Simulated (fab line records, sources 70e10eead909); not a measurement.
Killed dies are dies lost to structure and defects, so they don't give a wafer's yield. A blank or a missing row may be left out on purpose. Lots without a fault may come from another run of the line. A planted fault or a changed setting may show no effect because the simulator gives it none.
Which tool did it? | flow nand_harc | 6 lots, 18 wafers sampled, at 5 steps of a route of 1159

WHAT THE GAUGES READ, wafer by wafer
NHARC_END_SORT_01.
lot  | measured     | on        | killed_at_array
L217 | day 21 21:55 | prober-01 | 18 673 29

WHICH TOOL RAN EACH LOT (tool, then ch and the chambers of the sampled wafers, then the start)
lot  | NHARC_A_STAIRCASE_TRIM_22                     | NHARC_A_STAIRCASE_TRIM_24                     | NHARC_A_STAIRCASE_ETCH_25                     | NHARC_A_STAIRCASE_ETCH_27
L206 | rie_diel-11 ch 1,3, day 11 10:58 or earlier   | rie_diel-11 ch 0,3, day 11 10:58 or earlier   | rie_diel-11 ch 0,1,3, day 11 10:58 or earlier | rie_diel-11 ch 1,3, day 11 10:58
L209 | rie_diel-13 ch 1,3, day 12 07:29 or earlier   | rie_diel-13 ch 1,2,3, day 12 07:29 or earlier | rie_diel-13 ch 0,1,2, day 12 07:29 or earlier | rie_diel-13 ch 1,3, day 12 07:29
L217 | rie_diel-11 ch 0,2,3, day 14 03:02 or earlier | rie_diel-11 ch 0,1,3, day 14 03:02 or earlier | rie_diel-11 ch 0,2,3, day 14 03:02 or earlier | rie_diel-11 ch 0,1,3, day 14 03:02
L219 | rie_diel-13 ch 0,1,3, day 14 16:25 or earlier | rie_diel-13 ch 0,2,3, day 14 16:25 or earlier | rie_diel-13 ch 0,1,3, day 14 16:25 or earlier | rie_diel-13 ch 0,1,3, day 14 16:25
L223 | rie_diel-13 ch 1,2,3, day 16 10:14 or earlier | rie_diel-13 ch 0,1,2, day 16 10:14 or earlier | rie_diel-13 ch 0,1,2, day 16 10:14 or earlier | rie_diel-13 ch 0,1,2, day 16 10:14
L226 | rie_diel-11 ch 1,2, day 17 05:35 or earlier   | rie_diel-11 ch 1,2, day 17 05:35 or earlier   | rie_diel-11 ch 0,2, day 17 05:35 or earlier   | rie_diel-11 ch 0,3, day 17 05:35
- NHARC_A_STAIRCASE_TRIM_22: chemistry O2, time 211.2 s.
- NHARC_A_STAIRCASE_TRIM_24: chemistry O2, time 211.2 s.
- NHARC_A_STAIRCASE_ETCH_25: etches the open film in C4F8/O2, target depth 100 nm, time 40.5 s.
- NHARC_A_STAIRCASE_ETCH_27: etches the open film in C4F8/O2, target depth 100 nm, time 40.5 s.

THE ANSWER, worked out from the rows above alone
Rule: what is usual is taken from the lots themselves. Put in order of their means at a reading, lots are off if they are a third of the lots or fewer, leave a main group of 4 or more, and stand apart from it by a gap of 3 or more times the standard deviation of the main group's means; of several such gaps the widest counts. A main group whose means are all the same, to the digits that the tables above print for the reading, isn't used. A lot without any number at a reading at which 4 lots or more have one is off too. The other lots that the step has rows for count as sound.
No lot is off at any reading shown: from this, nothing can be told.

WHAT THE SIMULATOR HAD PUT IN
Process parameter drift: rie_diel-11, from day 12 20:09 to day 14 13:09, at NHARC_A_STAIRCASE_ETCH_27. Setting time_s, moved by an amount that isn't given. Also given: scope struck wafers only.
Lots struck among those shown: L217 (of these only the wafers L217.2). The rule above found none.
